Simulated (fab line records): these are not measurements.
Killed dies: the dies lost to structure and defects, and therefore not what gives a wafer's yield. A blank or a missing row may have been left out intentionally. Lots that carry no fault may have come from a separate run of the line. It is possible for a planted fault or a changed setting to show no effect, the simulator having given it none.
Split-lot trial	flow n5 finfet	on a route of 1938 steps: 7 lots, 21 wafers read

## THE SPLIT ITSELF
At N5_HKMG_FIN_ETCH_35 (etches SOC in N2/H2, target depth 215.8 nm, time 243.4 s), the setting bias w was moved away from the recipe's 5 W on 8 of the 21 wafers read, by -14.1% to +14.6%. The other wafers ran this setting at the recipe's value.

The reading is taken at the split's own step.

## THE READING
rf vpp V, in V, at N5_HKMG_FIN_ETCH_35 (etches SOC in N2/H2, target depth 215.8 nm, time 243.4 s). Fault-free wafers of this fab line usually give 141.8 V, standard deviation 1.1 V.

wafer	tool, chamber at the split	bias w as run, W	against the recipe	rf vpp V, V	against lot-mates on the recipe
L081.1	rie diel-02, 1	5	recipe	141.0	-
L081.4	rie diel-02, 0	5	recipe	143.7	-
L081.5	rie diel-02, 2	5	recipe	139.6	-
L083.1	rie diel-02, 1	5	recipe	142.2	-
L083.4	rie diel-02, 3	5	recipe	141.7	-
L083.5	rie diel-02, 3	5	recipe	143.9	-
L084.1	rie diel-02, 2	5	recipe	141.5	-
L084.3	rie diel-02, 3	4.295	-14.1%	129.4	-12.1
L084.6	rie diel-02, 1	4.295	-14.1%	129.6	-11.9
L085.4	rie diel-01, 0	5.418	+8.4%	149.8	+7.3
L085.5	rie diel-01, 0	5	recipe	142.5	-
L085.6	rie diel-01, 1	5.418	+8.4%	147.7	+5.2
L086.2	rie diel-02, 0	5	recipe	142.8	-
L086.4	rie diel-02, 3	5.732	+14.6%	155.6	+12.8
L086.6	rie diel-02, 3	5.732	+14.6%	155.1	+12.3
L088.3	rie diel-02, 3	5	recipe	143.9	-
L088.4	rie diel-02, 0	4.34	-13.2%	131.3	-12.6
L088.5	rie diel-02, 0	4.34	-13.2%	129.6	-14.3
L095.3	rie diel-06, 0	5	recipe	141.4	-
L095.4	rie diel-06, 3	5	recipe	140.7	-
L095.6	rie diel-06, 0	5	recipe	141.2	-

FIT RESULTS
A straight line over all 21 wafers: rf vpp V changes by +0.883 V for each +1% of bias w; r = +0.99; the points scatter about the line by 1.2 V.
The same after taking each lot's own level away (the mean of its wafers on the recipe; 21 wafers): +0.885 V for each +1%; r = +0.99; scatter 1.1 V.
Per that fit: largest bias w move, reading shift of 13 V.
The span of the lots' own levels, 141.10 to 143.90 V, comes to 2.5 times the standard deviation stated above.
Hence the lot-to-lot level has little effect on the slope; both slopes agree.
Check: for one of the wafers moved furthest among these (+14.6%), held out of the fit, the line's prediction against its lot-mates is +12.6 V. Against them it came out at +12.8 V.
Tool readings at the split's step, against how far the setting was moved: rf vpp V r = +0.99.

## THESE WAFERS: OTHER SPLITS
Other splits were also applied to these wafers ahead of the reading. Each is held against what the fit with the lots' levels taken away leaves over:
other split on the same wafers	wafers away from the commonest value	r with rf vpp V (lot level and that fit taken away)
N5_SD_EPI_N_PEB_07 peb time s	4	+0.05
N5_SDB_COAT_03 spin rpm	11	-0.05
N5_HKMG_FIN_ETCH_55 bias w	6	+0.07
N5_HKMG_FIN_ETCH_58 source w	6	-0.09

## THE FILE'S OWN FIT
rf vpp V changes by +0.886 V for each +1% of bias w, r = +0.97.
